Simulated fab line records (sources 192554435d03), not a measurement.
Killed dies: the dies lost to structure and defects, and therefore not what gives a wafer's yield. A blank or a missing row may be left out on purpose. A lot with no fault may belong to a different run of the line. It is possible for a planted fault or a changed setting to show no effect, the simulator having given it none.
Chamber matching ; flow n5Finfet ; N5_BEOL_M2_ETCHBACK_99 on rieDiel-01 has 4 sister chambers
The step etches SiO2 in CHF3, target depth 5 nm, time 10.4 s. 8 wafers are shown with their chamber, then 11 later ones without.

## WAFERS WITH THEIR CHAMBER
wafer;chamber;drypumpMotorCurrentA (A);throttleValvePct (%)
L080.3;0;5.1;16.77
L087.2;1;5.6;16.67
L087.5;1;5.6;16.65
L087.6;2;5.8;17.47
L088.1;2;5.8;17.47
L088.2;0;5.0;16.80
L088.6;3;5.2;17.13
L089.1;3;5.2;17.12

## WAFERS MISSING THEIR CHAMBER
wafer;drypumpMotorCurrentA (A);throttleValvePct (%)
L089.3;5.1;16.80
L089.5;5.2;17.13
L090.3;5.8;17.48
L090.4;5.5;16.67
L090.6;5.8;17.48
L091.1;5.1;16.80
L091.3;5.8;17.47
L091.5;5.6;16.68
L094.1;5.5;16.69
L094.5;5.2;17.13
L094.6;5.1;16.80

## WHICH CHAMBER EACH ONE RAN IN
wafer;from the rows above;in truth
L089.3;0;0
L089.5;3;3
L090.3;2;2
L090.4;1;1
L090.6;2;2
L091.1;0;0
L091.3;2;2
L091.5;1;1
L094.1;1;1
L094.5;3;3
L094.6;0;0
Correct placement for 11 of the 11. Left unplaced by these rows: 0. 0 placed wrongly.
How it was worked out, from the rows above alone: a wafer's distance from a chamber is the root of the sum, over the readings, of the square of ((its reading less the chamber's mean) divided by the reading's scatter). If the next closest chamber is less than 2 further off than the closest, the wafer can't be placed; otherwise it belongs to the closest. For every chamber, the mean is computed from those of its wafers that are shown. The scatter: the root of (the sum of the squares of (reading less its chamber's mean) over the shown wafers, divided by (wafers less chambers)).
